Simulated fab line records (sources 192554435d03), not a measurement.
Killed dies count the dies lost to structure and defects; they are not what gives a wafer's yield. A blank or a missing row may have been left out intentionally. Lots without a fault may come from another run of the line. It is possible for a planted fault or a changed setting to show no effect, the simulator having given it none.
Split-lot study + flow n5 finfet + on a route of 1938 steps: 7 lots, 21 wafers read

THE SPLIT
At N5_DUMMY_GATE_COAT_28 (time 60 s, resist thk 10 nm), the setting spin rpm was moved away from the recipe's 1500 rpm on 5 of the 21 wafers read, by -5.9% to +9.2%. For the rest of the wafers, this setting stayed at what the recipe calls for.

The reading comes from the split's own step.

THE READING
underlayer_of_DUMMY_GATE_COAT_28.thk nm (the simulator's own value, which no gauge read), in nm, at N5_DUMMY_GATE_COAT_28 (time 60 s, resist thk 10 nm). The file gives no usual value for it.

| wafer  | tool, chamber at the split | spin rpm as run, rpm | against the recipe | underlayer_of_DUMMY_GATE_COAT_28.thk nm, nm | against lot-mates on the recipe |
|--------|----------------------------|----------------------|--------------------|---------------------------------------------|---------------------------------|
| L074.1 | litho track-04, 0          | 1500                 | recipe             | 10                                          | -                               |
| L074.2 | litho track-04, 0          | 1500                 | recipe             | 10                                          | -                               |
| L074.5 | litho track-04, 0          | 1500                 | recipe             | 10                                          | -                               |
| L078.1 | litho track-05, 0          | 1500                 | recipe             | 10                                          | -                               |
| L078.3 | litho track-05, 0          | 1500                 | recipe             | 10                                          | -                               |
| L078.6 | litho track-05, 0          | 1500                 | recipe             | 10                                          | -                               |
| L080.1 | litho track-05, 0          | 1500                 | recipe             | 10                                          | -                               |
| L080.4 | litho track-05, 0          | 1415                 | -5.7%              | 10.2                                        | +0.2                            |
| L080.5 | litho track-05, 0          | 1415                 | -5.7%              | 10.4                                        | +0.4                            |
| L083.3 | litho track-05, 0          | 1500                 | recipe             | 10                                          | -                               |
| L083.5 | litho track-05, 0          | 1500                 | recipe             | 10                                          | -                               |
| L083.6 | litho track-05, 0          | 1500                 | recipe             | 10                                          | -                               |
| L085.1 | litho track-01, 0          | 1500                 | recipe             | 10                                          | -                               |
| L085.5 | litho track-01, 0          | 1500                 | recipe             | 10                                          | -                               |
| L085.6 | litho track-01, 0          | 1500                 | recipe             | 10                                          | -                               |
| L088.2 | litho track-01, 0          | 1500                 | recipe             | 10                                          | -                               |
| L088.6 | litho track-01, 0          | 1500                 | recipe             | 10                                          | -                               |
| L088.5 | litho track-01, 0          | 1638                 | +9.2%              | 9.6                                         | -0.4                            |
| L097.1 | litho track-04, 0          | 1500                 | recipe             | 10                                          | -                               |
| L097.2 | litho track-04, 0          | 1411                 | -5.9%              | 10.4                                        | +0.4                            |
| L097.6 | litho track-04, 0          | 1411                 | -5.9%              | 10.4                                        | +0.4                            |

FIT RESULTS
A straight line over all 21 wafers: underlayer_of_DUMMY_GATE_COAT_28.thk nm changes by -0.0532 nm for each +1% of spin rpm; r = -0.97; the points scatter about the line by 0.045 nm.
The same after taking each lot's own level away (the mean of its wafers on the recipe; 21 wafers): -0.0532 nm for each +1%; r = -0.97; scatter 0.045 nm.
Per that fit: largest spin rpm move, reading shift of 0.49 nm.
The lots' own levels span 10.00 to 10.00 nm.
Hence the lot-to-lot level has little effect on the slope; both slopes agree.
Check: for one of the wafers moved furthest among these (+9.2%), held out of the fit, the line's prediction against its lot-mates is -0.557 nm. It came out at -0.4 nm against them.

OTHER SPLITS APPLIED TO THESE WAFERS
Other splits were also applied to these wafers ahead of the reading. Each is held against what the fit with the lots' levels taken away leaves over:
| other split on the same wafers                    | wafers away from the commonest value | r with underlayer_of_DUMMY_GATE_COAT_28.thk nm (lot level and that fit taken away) |
|---------------------------------------------------|--------------------------------------|------------------------------------------------------------------------------------|
| N5_PMOS_HMC_CHANNEL_EPI_PEB_07 peb temp c         | 6                                    | -0.26                                                                              |
| N5_PMOS_HMC_CHANNEL_EPI_DEVELOP_08 develop time s | 7                                    | -0.22                                                                              |
| N5_FIN_SAQP_PEB_14 peb time s                     | 8                                    | -0.05                                                                              |
| N5_DUMMY_GATE_CVD_03 temp c                       | 9                                    | +0.30                                                                              |

THE FILE'S OWN FIT
underlayer_of_DUMMY_GATE_COAT_28.thk nm changes by -0.051 nm for each +1% of spin rpm, r = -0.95.
